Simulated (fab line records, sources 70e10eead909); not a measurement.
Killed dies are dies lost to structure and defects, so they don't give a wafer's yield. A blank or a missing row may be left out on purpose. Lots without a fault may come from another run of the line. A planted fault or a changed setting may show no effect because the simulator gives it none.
fab line records | flow nand_harc
record lots=14 wafers=42 last_day=24
route steps=1159 shown A_CONTACT@855
lots that met no fault: from a run of the same line without faults
start_h: hours from the record's first day to the start of the lot's first wafer shown | wait_h: hours since the lot's step before | " the same as in the row above | L1.1+2: a row that stands for several wafers | - no value, or no start given | * or withheld: withheld | < > ~ a bound
route shown NAME@n: a module of which the file shows steps, and the number in the route of the first | usual: mean/standard deviation of fault-free wafers | same: alike in all rows | chamber/n: place in a boat | sites: the reading at each site | _std_site: their standard deviation | _edge_site: outer sites' mean less inner sites' | radius_mm: how far each site lies from the wafer's centre | mask NAME#n: copy n | behind: the tool/chamber that last shaped the wafer | hold: why the lot was held/for how many hours/how that ended | device: the transistor (n, p or np) that didn't switch | end of line: the same wafers' tests at the end of the route | a step without rows: its recipe alone | killed: dies lost to structure and defects at the first sort, not the wafer's yield | map: a wafer's dies, x killed, . not, _ none there
set.NAME: the setting as run; set.NAME@STEP: as run at that earlier step | model.NAME: the simulator's own value behind a step, which no gauge read
steps of the route over a sample of lots; a table a step, a row a wafer
services: from which hour (start_h, from the record's first day; less than 0 if before it) a tool's chamber was out of use, for how many hours, and why
## steps
# step NHARC_A_CONTACT_OVL_MEAS_43
# usual overlay_x_nm=0.0/0.87 overlay_y_nm=-0.2/0.76
# columns lot.wafer tool chamber start_h wait_h overlay_x_nm overlay_y_nm
L400.1 overlay-01 - 374.92 - -0.6 -0.2
L400.3 " - " " -0.8 0.0
L400.6 " - " " -0.9 0.2
L399.2 overlay-02 - 375.54 - -1.0 0.6
L399.3 " - " " -0.2 0.5
L399.5 " - " " -1.1 0.2
L403.1 overlay-02 - 378.77 - -1.3 -1.8
L403.4 " - " " -0.7 -2.2
L403.5 " - " " -1.5 -1.8
L402.3 overlay-02 - 378.94 - 0.5 -0.5
L402.5 " - " " 1.1 -0.1
L402.6 " - " " 0.4 0.2
L404.4 overlay-01 - 387.27 - -0.1 -0.4
L404.5 " - " " -0.3 0.5
L404.6 " - " " -0.1 0.0
L401.2 overlay-01 - 390.72 - -0.3 -0.2
L401.3 " - " " -0.6 -0.6
L401.4 " - " " 0.1 -0.8
L406.2 overlay-01 - 407.12 - -1.8 0.1
L406.5 " - " " -2.2 0.5
L406.6 " - " " -2.1 0.5
L409.1 overlay-01 - 423.06 - 0.7 0.8
L409.5 " - " " 0.5 0.7
L409.6 " - " " 0.5 -0.7
L407.1 overlay-02 - 425.20 - -0.1 -1.6
L407.4 " - " " -0.1 -1.6
L407.5 " - " " -0.3 -1.4
L412.1 overlay-02 - 439.85 - 0.2 0.4
L412.3 " - " " 0.2 0.4
L412.5 " - " " 0.1 0.0
L416.1 overlay-01 - 462.90 - 0.7 0.2
L416.3 " - " " 0.8 0.2
L416.6 " - " " 0.7 -0.3
L419.1 overlay-02 - 478.85 - -0.3 -1.4
L419.3 " - " " 0.1 -1.8
L419.6 " - " " 0.0 -2.2
L420.4 overlay-02 - 492.57 - -0.9 -0.2
L420.5 " - " " -0.4 -0.5
L420.6 " - " " -0.3 -0.1
L422.1 overlay-01 - 508.85 - 1.9 -0.7
L422.2 " - " " 1.9 -0.3
L422.5 " - " " 1.8 -0.4
# step NHARC_A_CONTACT_ETCH_115
# recipe source_w=withheld pressure_mtorr=20 bias_v=3000 time_s=94 target_depth_a=9220 ar_flow_sccm=withheld c4f8_flow_sccm=withheld o2_flow_sccm=withheld chemistry=C4F8/O2/Ar
# usual chamber_pressure_mTorr=20.001/0.018 oes_air_line_au=1.000/0.019
# columns lot.wafer tool chamber start_h wait_h chamber_pressure_mTorr oes_air_line_au rf_hours_counter_h
L400.1 har_cap_etch-01 1 376.78 0.1 20.004 0.980 55
L400.3 " 1 " " 19.991 0.992 -
L400.6 " 0 " " 19.972 0.949 -
L399.2 har_cap_etch-03 1 378.02 0.1 20.001 0.982 86
L399.3 " 1 " " 20.024 0.997 -
L399.5 " 1 " " 19.995 0.973 -
L403.1 har_cap_etch-02 1 380.89 0.1 19.985 1.008 11
L403.4 " 0 " " 19.995 1.035 -
L403.5 " 1 " " 20.007 1.000 -
L402.3 har_cap_etch-01 1 381.09 0.1 20.023 0.992 -
L402.5 " 1 " " 19.973 0.986 -
L402.6 " 0 " " 20.012 0.969 -
L404.4 har_cap_etch-03 1 389.43 0.1 20.014 0.993 -
L404.6 " 0 " " 19.986 1.008 -
L404.5 " 1 " " 19.982 1.000 -
L401.2 har_cap_etch-02 0 392.77 0.1 20.027 0.996 15
L401.3 " 1 " " 20.001 1.022 -
L401.4 " 0 " " 19.996 0.994 -
L406.2 har_cap_etch-03 0 408.96 0.1 20.018 0.984 92
L406.5 " 1 " " 20.017 0.971 -
L406.6 " 0 " " 20.025 0.961 -
L409.1 har_cap_etch-03 1 424.90 0.1 20.002 1.036 93
L409.5 " 0 " " 19.996 1.006 -
L409.6 " 1 " " 19.976 1.014 -
L407.1 har_cap_etch-01 1 427.05 0.1 20.014 1.019 65
L407.4 " 1 " " 20.009 0.993 -
L407.5 " 1 " " 20.001 0.990 -
L412.1 har_cap_etch-03 1 441.68 0.1 19.994 0.989 96
L412.3 " 1 " " 19.971 1.026 -
L412.5 " 1 " " 20.017 0.996 -
L416.1 har_cap_etch-03 1 464.83 0.1 20.013 0.983 102
L416.3 " 1 " " 19.985 1.013 -
L416.6 " 0 " " 20.006 1.021 -
L419.1 har_cap_etch-03 1 480.71 0.1 20.006 0.982 105
L419.3 " 0 " " 20.027 0.971 -
L419.6 " 1 " " 20.014 0.998 -
L420.4 har_cap_etch-01 1 494.59 0.1 19.993 0.983 -
L420.5 " 1 " " 19.960 0.982 -
L420.6 " 0 " " 20.011 1.009 -
L422.1 har_cap_etch-03 0 510.72 0.1 19.958 0.998 111
L422.2 " 1 " " 19.986 0.992 111
L422.5 " 1 " " 20.024 0.990 -
# step NHARC_A_CONTACT_ETCH_120
# recipe source_w=withheld pressure_mtorr=20 bias_v=3000 time_s=94 target_depth_a=9220 ar_flow_sccm=withheld c4f8_flow_sccm=withheld o2_flow_sccm=withheld chemistry=C4F8/O2/Ar
# usual chamber_pressure_mTorr=20.001/0.016 oes_air_line_au=0.997/0.019
# columns lot.wafer tool chamber start_h wait_h chamber_pressure_mTorr oes_air_line_au rf_hours_counter_h
L400.1 har_cap_etch-01 1 377.24 0.1 20.014 1.021 55
L400.3 " 1 " " 19.979 0.972 -
L400.6 " 0 " " 20.013 1.010 -
L399.2 har_cap_etch-03 1 378.48 0.1 20.032 0.995 86
L399.3 " 1 " " 20.008 1.014 -
L399.5 " 1 " " 20.015 1.012 -
L403.1 har_cap_etch-02 1 381.34 0.1 19.999 0.991 12
L403.4 " 0 " " 19.982 1.007 -
L403.5 " 1 " " 19.987 0.962 -
L402.3 har_cap_etch-01 1 381.55 0.1 20.002 0.990 -
L402.5 " 1 " " 19.991 0.971 -
L402.6 " 0 " " 20.009 1.017 -
L404.4 har_cap_etch-03 1 389.88 0.1 19.990 1.001 -
L404.6 " 0 " " 20.036 0.995 -
L404.5 " 1 " " 19.979 1.027 -
L401.2 har_cap_etch-02 0 393.23 0.1 19.996 0.989 16
L401.3 " 1 " " 19.990 0.969 -
L401.4 " 0 " " 20.017 1.018 -
L406.2 har_cap_etch-03 0 409.41 0.1 20.021 1.006 92
L406.5 " 1 " " 19.979 1.011 -
L406.6 " 0 " " 19.975 1.024 -
L409.1 har_cap_etch-03 1 425.36 0.1 20.004 0.978 94
L409.5 " 0 " " 19.995 1.005 -
L409.6 " 1 " " 19.993 1.002 -
L407.1 har_cap_etch-01 1 427.50 0.1 20.014 0.983 65
L407.4 " 1 " " 20.019 0.972 -
L407.5 " 1 " " 19.990 0.979 -
L412.1 har_cap_etch-03 1 442.14 0.1 19.980 1.002 97
L412.3 " 1 " " 20.001 1.010 -
L412.5 " 1 " " 19.992 1.014 -
L416.1 har_cap_etch-03 1 465.28 0.1 - - -
L416.3 " 1 " " - - -
L416.6 " 0 " " - - -
L419.1 har_cap_etch-03 1 481.16 0.1 - - -
L419.3 " 0 " " - - -
L419.6 " 1 " " - - -
L420.4 har_cap_etch-01 1 495.19 0.1 19.987 1.031 -
L420.5 " 1 " " 20.014 1.002 -
L420.6 " 0 " " 20.003 1.016 -
L422.1 har_cap_etch-03 0 511.18 0.1 19.982 1.017 111
L422.2 " 1 " " 19.995 1.000 111
L422.5 " 1 " " 19.989 1.031 -
# step NHARC_A_CONTACT_ETCH_102
# recipe target_depth_a=700 overetch_a=70 time_s=38.5 ion_energy_ev=100 cf4_flow_sccm=80 o2_flow_sccm=20 ar_flow_sccm=0 rf_w=300 bias_w=100 chemistry=CF4/O2
# usual bias_w=100.03/0.28 cf4_flow_sccm=80.04/0.24 drypump_motor_current_A=6.0/0.46 o2_flow_sccm=20.01/0.061 oes_product_au=1.002/0.011 rf_vpp_V=197.2/1.5 showerhead_plenum_p_Torr=1.30/0.062 throttle_valve_pct=13.397/0.0094
# columns lot.wafer tool chamber start_h wait_h bias_w cf4_flow_sccm drypump_motor_current_A o2_flow_sccm oes_product_au rf_hours_counter_h rf_vpp_V showerhead_plenum_p_Torr throttle_valve_pct
L400.3 rie_diel-12 0 378.66 0.1 100.11 80.07 6.6 19.98 1.020 32 198.2 1.32 13.392
L400.1 " 1 " " 99.69 80.00 6.0 20.03 1.004 30 196.5 1.31 13.402
L400.6 " 0 " " 100.24 80.16 6.6 19.98 1.007 - 197.7 1.32 13.397
L399.3 rie_diel-08 3 380.31 0.1 100.01 80.41 6.0 20.12 0.997 26 198.6 1.31 13.410
L399.2 " 0 " " 99.88 80.07 5.8 20.00 1.015 28 196.7 1.25 13.401
L399.5 " 3 " " 100.11 80.13 6.0 20.07 0.995 - 197.9 1.31 13.412
L403.4 rie_diel-08 0 382.91 0.1 99.72 80.21 5.8 20.06 1.008 29 194.9 1.25 13.399
L403.1 " 3 " " 100.07 80.22 6.0 20.00 0.990 27 197.1 1.31 13.405
L403.5 " 0 " " 100.43 79.82 5.8 19.98 1.019 - 195.4 1.25 13.392
L402.3 rie_diel-08 2 383.14 0.2 100.14 80.17 6.0 19.97 1.002 27 199.0 1.44 13.387
L402.6 " 2 " " 99.99 80.16 6.0 19.93 1.004 - 201.5 1.44 13.398
L402.5 " 3 " " 100.08 80.23 6.0 20.14 0.987 - 197.9 1.31 13.391
L404.4 rie_diel-08 3 391.66 0.2 99.67 79.98 6.0 20.12 1.008 30 196.6 1.30 13.403
L404.5 " 0 " " 100.31 79.78 5.8 20.06 1.016 - 196.2 1.24 13.402
L404.6 " 1 " " 100.05 80.04 6.4 20.00 1.013 - 195.8 1.25 13.405
L401.2 rie_diel-08 0 394.77 0.1 100.24 79.86 5.8 19.95 1.006 32 196.4 1.25 13.396
L401.3 " 2 " " 99.87 80.05 6.0 20.00 1.000 32 200.1 1.44 13.398
L401.4 " 3 " " 100.44 79.95 6.0 19.97 1.001 - 198.3 1.30 13.399
L406.2 rie_diel-12 2 410.79 0.1 99.94 79.45 5.4 19.92 0.992 4 198.2 1.34 13.399
L406.6 " 3 " " 100.44 79.56 6.3 20.00 1.012 - 196.5 1.24 13.403
L406.5 " 0 " " 99.41 80.07 6.7 19.99 1.004 - 199.8 1.32 13.402
L409.1 rie_diel-05 3 426.75 0.1 99.94 80.59 4.8 20.07 0.994 29 195.8 1.29 13.398
L409.5 " 1 " " 99.90 79.86 6.0 19.99 1.029 - 196.3 1.28 13.387
L409.6 " 2 " " 100.22 79.88 6.3 20.02 0.988 - 199.3 1.43 13.375
L407.4 rie_diel-12 0 428.88 0.1 100.30 79.89 6.6 19.98 0.997 7 198.4 1.32 13.389
L407.1 " 1 " " 99.35 79.86 5.9 19.93 0.999 7 198.1 1.31 13.409
L407.5 " 3 " " 100.37 80.10 6.3 19.96 1.006 - 196.1 1.24 13.406
L412.1 rie_diel-08 0 444.10 0.1 100.03 79.92 5.9 19.92 1.012 50 196.8 1.24 13.388
L412.3 " 2 " " 99.51 80.51 6.0 19.86 0.994 49 198.6 1.43 13.397
L412.5 " 3 " " 99.73 79.99 6.0 20.03 0.985 - 197.4 1.30 13.404
L416.3 rie_diel-05 3 466.90 0.2 99.68 79.59 4.8 19.93 0.990 44 197.1 1.28 13.392
L416.1 " 0 " " 100.07 80.26 5.9 20.04 0.990 36 196.0 1.24 13.402
L416.6 " 1 " " 99.88 80.18 6.0 19.90 1.023 - 196.7 1.27 13.401
L419.3 rie_diel-12 3 482.60 0.1 99.79 80.07 6.3 20.07 1.007 18 195.0 1.24 13.397
L419.1 " 2 " " 100.09 80.05 5.4 20.00 0.987 17 197.7 1.33 13.376
L419.6 " 3 " " 100.01 80.07 6.3 20.06 1.009 - 196.5 1.24 13.392
L420.4 rie_diel-12 0 496.78 0.1 100.18 80.01 6.6 20.02 0.978 21 197.8 1.31 13.394
L420.5 " 2 " " 100.03 80.12 5.4 19.99 0.985 - 198.4 1.33 13.396
L420.6 " 3 " " 99.84 80.27 6.3 20.11 1.002 - 195.7 1.24 13.394
L422.2 rie_diel-12 2 512.57 0.0 99.88 79.71 5.4 20.01 0.987 23 196.4 1.33 13.392
L422.1 " 1 " " 99.81 80.14 6.0 19.88 1.006 20 196.6 1.30 13.393
L422.5 " 2 " " 99.69 80.24 5.4 19.93 0.987 - 198.2 1.33 13.404
## services
# columns tool chamber start_h hours kind
rie_diel-12 0 358.79 - clean
rie_diel-12 1 358.79 - clean
rie_diel-12 2 358.79 - clean
rie_diel-12 3 358.79 - clean
rie_diel-08 0 360.57 - clean
rie_diel-08 1 360.57 - clean
rie_diel-08 2 360.57 - clean
rie_diel-08 3 360.57 - clean
rie_diel-12 3 367.26 4.9 repair
rie_diel-12 - 379.64 9.0 pm
rie_diel-12 0 379.64 9.0 vent_cycle
rie_diel-12 1 379.64 9.0 vent_cycle
rie_diel-12 2 379.64 12.6 vent_cycle
rie_diel-12 3 379.64 9.0 vent_cycle
rie_diel-08 0 385.30 - clean
rie_diel-08 1 385.30 - clean
rie_diel-08 1 393.69 15.0 repair
rie_diel-05 1 439.54 9.8 repair
rie_diel-12 1 441.76 11.6 repair
rie_diel-05 0 452.51 7.6 repair
rie_diel-05 - 452.60 2.0 repair
rie_diel-12 0 478.21 5.0 repair
rie_diel-08 - 479.57 9.0 pm
rie_diel-05 3 508.06 6.2 repair
## key
first_sign step=NHARC_A_CONTACT_ETCH_120 reading=tool_record direction=missing
effect none on later readings
met_at NHARC_A_CONTACT_ETCH_120
struck_lots L416,L419
later_rows_left_out L416.1,L416.3,L416.6,L419.1,L419.3,L419.6
sort_left_out L416.1,L416.3,L416.6,L419.1,L419.3,L419.6
tester_left_out L416,L419
not_acting_at NHARC_A_CONTACT_OVL_MEAS_43,NHARC_A_CONTACT_ETCH_115,NHARC_A_CONTACT_ETCH_102
onset_between 442.14 465.28
fault kind=skipped_step_whole tool=har_cap_etch-03 chamber=- onset_h=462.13 steps=NHARC_A_CONTACT_ETCH_120 scope=struck_lots_only
# tester_left_out: of these lots the tester's yield and bins aren't shown, on N5 and GAA mostly nor the transistor test; their killed dies are dies lost to structure and defects alone, not to doping, threshold or leakage, so they don't give the yield
# sort_left_out: the simulated sort isn't trusted on such a fault, so these wafers' sort isn't shown, and their yield isn't known
# later_rows_left_out: the simulator's readings of these wafers behind a module that went badly wrong aren't trusted and aren't shown, but for the sort
